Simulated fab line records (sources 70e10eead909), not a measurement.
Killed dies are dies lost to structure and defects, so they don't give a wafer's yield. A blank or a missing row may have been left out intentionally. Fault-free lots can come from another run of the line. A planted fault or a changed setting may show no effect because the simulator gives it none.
Chamber matching || flow nandHarc || 4 sister chambers for NHARC_P_BONDPAD_DESCUM_11 on rieDiel-12
The step chemistry O2, time 3 s. 24 wafers are shown with their chamber, then 12 later ones without.

== WAFERS, EACH WITH ITS CHAMBER ==
{"wafer": "L076.1", "chamber": 3, "drypumpMotorCurrentA (A)": 5.1, "oesProductAu (a.u.)": 1.007, "throttleValvePct (%)": 11.312}
{"wafer": "L076.2", "chamber": 1, "drypumpMotorCurrentA (A)": 4.7, "oesProductAu (a.u.)": 0.997, "throttleValvePct (%)": 11.321}
{"wafer": "L076.6", "chamber": 3, "drypumpMotorCurrentA (A)": 5.1, "oesProductAu (a.u.)": 1.015, "throttleValvePct (%)": 11.305}
{"wafer": "L076.3", "chamber": 2, "drypumpMotorCurrentA (A)": 5.7, "oesProductAu (a.u.)": 0.995, "throttleValvePct (%)": 11.311}
{"wafer": "L076.4", "chamber": 0, "drypumpMotorCurrentA (A)": 5.7, "oesProductAu (a.u.)": 0.988, "throttleValvePct (%)": 11.320}
{"wafer": "L076.5", "chamber": 0, "drypumpMotorCurrentA (A)": 5.6, "oesProductAu (a.u.)": 0.998, "throttleValvePct (%)": 11.302}
{"wafer": "L078.2", "chamber": 3, "drypumpMotorCurrentA (A)": 5.1, "oesProductAu (a.u.)": 1.003, "throttleValvePct (%)": 11.305}
{"wafer": "L078.3", "chamber": 1, "drypumpMotorCurrentA (A)": 4.7, "oesProductAu (a.u.)": 1.001, "throttleValvePct (%)": 11.310}
{"wafer": "L078.6", "chamber": 1, "drypumpMotorCurrentA (A)": 4.7, "oesProductAu (a.u.)": 1.002, "throttleValvePct (%)": 11.300}
{"wafer": "L082.2", "chamber": 3, "drypumpMotorCurrentA (A)": 5.1, "oesProductAu (a.u.)": 1.021, "throttleValvePct (%)": 11.316}
{"wafer": "L082.3", "chamber": 2, "drypumpMotorCurrentA (A)": 5.7, "oesProductAu (a.u.)": 1.010, "throttleValvePct (%)": 11.317}
{"wafer": "L082.4", "chamber": 0, "drypumpMotorCurrentA (A)": 5.7, "oesProductAu (a.u.)": 0.988, "throttleValvePct (%)": 11.307}
{"wafer": "L084.1", "chamber": 0, "drypumpMotorCurrentA (A)": 5.6, "oesProductAu (a.u.)": 0.989, "throttleValvePct (%)": 11.300}
{"wafer": "L084.2", "chamber": 3, "drypumpMotorCurrentA (A)": 5.1, "oesProductAu (a.u.)": 1.006, "throttleValvePct (%)": 11.309}
{"wafer": "L084.4", "chamber": 2, "drypumpMotorCurrentA (A)": 5.7, "oesProductAu (a.u.)": 1.000, "throttleValvePct (%)": 11.314}
{"wafer": "L085.1", "chamber": 3, "drypumpMotorCurrentA (A)": 5.1, "oesProductAu (a.u.)": 0.997, "throttleValvePct (%)": 11.301}
{"wafer": "L085.3", "chamber": 0, "drypumpMotorCurrentA (A)": 5.6, "oesProductAu (a.u.)": 0.985, "throttleValvePct (%)": 11.302}
{"wafer": "L085.6", "chamber": 2, "drypumpMotorCurrentA (A)": 5.7, "oesProductAu (a.u.)": 0.978, "throttleValvePct (%)": 11.307}
{"wafer": "L088.3", "chamber": 3, "drypumpMotorCurrentA (A)": 5.2, "oesProductAu (a.u.)": 0.997, "throttleValvePct (%)": 11.315}
{"wafer": "L088.5", "chamber": 2, "drypumpMotorCurrentA (A)": 5.7, "oesProductAu (a.u.)": 1.005, "throttleValvePct (%)": 11.329}
{"wafer": "L088.6", "chamber": 3, "drypumpMotorCurrentA (A)": 5.1, "oesProductAu (a.u.)": 0.996, "throttleValvePct (%)": 11.319}
{"wafer": "L089.3", "chamber": 1, "drypumpMotorCurrentA (A)": 4.7, "oesProductAu (a.u.)": 0.981, "throttleValvePct (%)": 11.310}
{"wafer": "L089.4", "chamber": 2, "drypumpMotorCurrentA (A)": 5.7, "oesProductAu (a.u.)": 1.008, "throttleValvePct (%)": 11.316}
{"wafer": "L089.6", "chamber": 1, "drypumpMotorCurrentA (A)": 4.6, "oesProductAu (a.u.)": 0.986, "throttleValvePct (%)": 11.325}

SIGNATURES (averages over the wafers above)
{"reading": "drypumpMotorCurrentA", "chamber 0": 5.640, "chamber 1": 4.680, "chamber 2": 5.700, "chamber 3": 5.112, "scatter within a chamber": 0.0379}
{"reading": "oesProductAu", "chamber 0": 0.98960, "chamber 1": 0.99340, "chamber 2": 0.99933, "chamber 3": 1.00525, "scatter within a chamber": 0.00927}
{"reading": "throttleValvePct", "chamber 0": 11.30620, "chamber 1": 11.31320, "chamber 2": 11.31567, "chamber 3": 11.31025, "scatter within a chamber": 0.0078}
Rule: distance of a wafer from a chamber = root of the sum over the readings of ((wafer's reading minus chamber's mean) / reading's scatter) squared. If the next closest chamber is less than 2 further off than the closest, the wafer can't be placed; otherwise it belongs to the closest. The scatter is the square root of a quotient: the sum, over the shown wafers, of each reading's squared deviation from its chamber's mean, divided by wafers minus chambers.

== WAFERS WITHOUT THEIR CHAMBER ==
{"wafer": "L090.2", "drypumpMotorCurrentA (A)": 5.7, "oesProductAu (a.u.)": 0.993, "throttleValvePct (%)": 11.303}
{"wafer": "L090.4", "drypumpMotorCurrentA (A)": 4.7, "oesProductAu (a.u.)": 0.990, "throttleValvePct (%)": 11.315}
{"wafer": "L090.5", "drypumpMotorCurrentA (A)": 5.7, "oesProductAu (a.u.)": 1.008, "throttleValvePct (%)": 11.309}
{"wafer": "L093.1", "drypumpMotorCurrentA (A)": 5.8, "oesProductAu (a.u.)": 1.003, "throttleValvePct (%)": 11.306}
{"wafer": "L093.3", "drypumpMotorCurrentA (A)": 5.2, "oesProductAu (a.u.)": 0.995, "throttleValvePct (%)": 11.299}
{"wafer": "L093.4", "drypumpMotorCurrentA (A)": 4.7, "oesProductAu (a.u.)": 0.980, "throttleValvePct (%)": 11.316}
{"wafer": "L095.4", "drypumpMotorCurrentA (A)": 5.1, "oesProductAu (a.u.)": 0.997, "throttleValvePct (%)": 11.312}
{"wafer": "L095.5", "drypumpMotorCurrentA (A)": 5.7, "oesProductAu (a.u.)": 1.005, "throttleValvePct (%)": 11.315}
{"wafer": "L095.6", "drypumpMotorCurrentA (A)": 5.2, "oesProductAu (a.u.)": 1.003, "throttleValvePct (%)": 11.320}
{"wafer": "L096.2", "drypumpMotorCurrentA (A)": 5.7, "oesProductAu (a.u.)": 1.006, "throttleValvePct (%)": 11.310}
{"wafer": "L096.3", "drypumpMotorCurrentA (A)": 5.1, "oesProductAu (a.u.)": 0.990, "throttleValvePct (%)": 11.306}
{"wafer": "L096.6", "drypumpMotorCurrentA (A)": 4.7, "oesProductAu (a.u.)": 0.988, "throttleValvePct (%)": 11.322}

== CHAMBER TAKEN BY EACH ==
{"wafer": "L090.2", "from the rows above": "can't be placed: 0 or 2", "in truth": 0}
{"wafer": "L090.4", "from the rows above": 1, "in truth": 1}
{"wafer": "L090.5", "from the rows above": "can't be placed: 2 or 0", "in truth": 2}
{"wafer": "L093.1", "from the rows above": "can't be placed: 2 or 0", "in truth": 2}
{"wafer": "L093.3", "from the rows above": 3, "in truth": 3}
{"wafer": "L093.4", "from the rows above": 1, "in truth": 1}
{"wafer": "L095.4", "from the rows above": 3, "in truth": 3}
{"wafer": "L095.5", "from the rows above": "can't be placed: 2 or 0", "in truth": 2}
{"wafer": "L095.6", "from the rows above": 3, "in truth": 3}
{"wafer": "L096.2", "from the rows above": "can't be placed: 2 or 0", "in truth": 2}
{"wafer": "L096.3", "from the rows above": 3, "in truth": 3}
{"wafer": "L096.6", "from the rows above": 1, "in truth": 1}
7 of 12 placed correctly. These rows do not allow placing 5 (true chamber among the candidates in 5). Placed wrongly: 0.
